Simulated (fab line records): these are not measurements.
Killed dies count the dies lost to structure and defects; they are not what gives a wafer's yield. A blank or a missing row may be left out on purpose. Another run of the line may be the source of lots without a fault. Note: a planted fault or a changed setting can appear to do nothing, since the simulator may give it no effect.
Which tool is to blame? | flow nandHarc | 11 lots with 33 wafers sampled at 5 steps, on a route of 1159 steps

== WHAT THE GAUGES READ, wafer by wafer ==
NHARC_END_SORT_01.
lot  | measured     | on        | killedAtArray
L432 | day 25 13:41 | prober-02 | 102 87 99

== WHICH TOOL RAN EACH LOT (tool, then ch and the chambers of the sampled wafers, then the start) ==
lot  | NHARC_A_SLIT_DESCUM_14            | NHARC_A_SLIT_ETCH_15                         | NHARC_A_WL_FILL_STRIP_29          | NHARC_A_WL_FILL_ALD_19
L412 | rieDiel-09 ch 0,1,2, day 14 14:53 | rieDiel-09 ch 1,2,3, day 15 20:55 or earlier | rieDiel-11 ch 0,1,2, day 15 20:55 | aldMetal-03 ch 0,1,2, day 16 01:58
L413 | rieDiel-13 ch 0,1,2, day 14 15:16 | rieDiel-13 ch 0,1,2, day 15 20:32 or earlier | rieDiel-06 ch 0,1,3, day 15 20:32 | aldMetal-01 ch 0,2,3, day 16 01:58
L415 | rieDiel-12 ch 2,3, day 15 00:31   | rieDiel-12 ch 1,2,3, day 16 02:09 or earlier | rieDiel-06 ch 0,1,2, day 16 02:09 | aldMetal-04 ch 1,2,3, day 16 07:49
L417 | rieDiel-09 ch 0,2,3, day 15 12:13 | rieDiel-09 ch 0,3, day 16 17:53 or earlier   | rieDiel-10 ch 1,2,3, day 16 17:53 | aldMetal-01 ch 0,2,3, day 16 23:17
L419 | rieDiel-12 ch 0,1,3, day 16 07:19 | rieDiel-12 ch 1,2, day 17 09:17 or earlier   | rieDiel-11 ch 2,3, day 17 09:17   | aldMetal-01 ch 1,2,3, day 17 15:01
L422 | rieDiel-09 ch 1,2,3, day 16 07:34 | rieDiel-09 ch 0,1,2, day 17 11:43 or earlier | rieDiel-11 ch 0,1,2, day 17 11:43 | aldMetal-04 ch 0,2,3, day 17 15:04
L426 | rieDiel-13 ch 1,3, day 17 12:25   | rieDiel-13 ch 0,1, day 18 14:35 or earlier   | rieDiel-10 ch 1,2, day 18 14:35   | aldMetal-04 ch 1,2,3, day 18 20:17
L427 | rieDiel-09 ch 0,2,3, day 18 13:50 | rieDiel-09 ch 0,2, day 19 20:07 or earlier   | rieDiel-11 ch 0,2,3, day 19 20:07 | aldMetal-04 ch 0,1,3, day 20 01:51
L432 | rieDiel-09 ch 0,1, day 19 08:37   | rieDiel-09 ch 0,2,3, day 20 14:54 or earlier | rieDiel-11 ch 1,2, day 20 14:54   | aldMetal-04 ch 1,3, day 20 20:17
L434 | rieDiel-13 ch 1,2,3, day 19 08:48 | rieDiel-13 ch 2,3, day 20 19:04 or earlier   | rieDiel-10 ch 0,1,2, day 20 19:04 | aldMetal-03 ch 0,1, day 20 23:27
L435 | rieDiel-12 ch 0,3, day 20 05:10   | rieDiel-12 ch 0,2,3, day 21 07:45 or earlier | rieDiel-06 ch 2,3, day 21 07:45   | aldMetal-03 ch 0,3, day 21 13:00
- NHARC_A_SLIT_DESCUM_14: chemistry O2, time 3 s.
- NHARC_A_SLIT_ETCH_15: etches the open film in O2/COS, target depth 3200 nm, time 832 s.
- NHARC_A_WL_FILL_STRIP_29: strips in O2, time 20 s.
- NHARC_A_WL_FILL_ALD_19: deposits TiN, target thk 2 nm, pulse time 3 s, ald cycles 100.

== THE ANSWER, worked out from the rows above alone ==
Rule: what is usual is taken from the lots themselves. Put in order of their means at a reading, lots are off if they are a third of the lots or fewer, leave a main group of 4 or more, and stand apart from it by a gap of 3 or more times the standard deviation of the main group's means; of several such gaps the widest counts. A main group whose means are all the same, to the digits that the tables above print for the reading, isn't used. A lot without any number at a reading at which 4 lots or more have one is off too. Where the step has rows for the other lots, those lots are counted as sound.
No lot is off on any of the readings shown, so nothing can be concluded from this.

== WHAT THE SIMULATOR HAD INSERTED ==
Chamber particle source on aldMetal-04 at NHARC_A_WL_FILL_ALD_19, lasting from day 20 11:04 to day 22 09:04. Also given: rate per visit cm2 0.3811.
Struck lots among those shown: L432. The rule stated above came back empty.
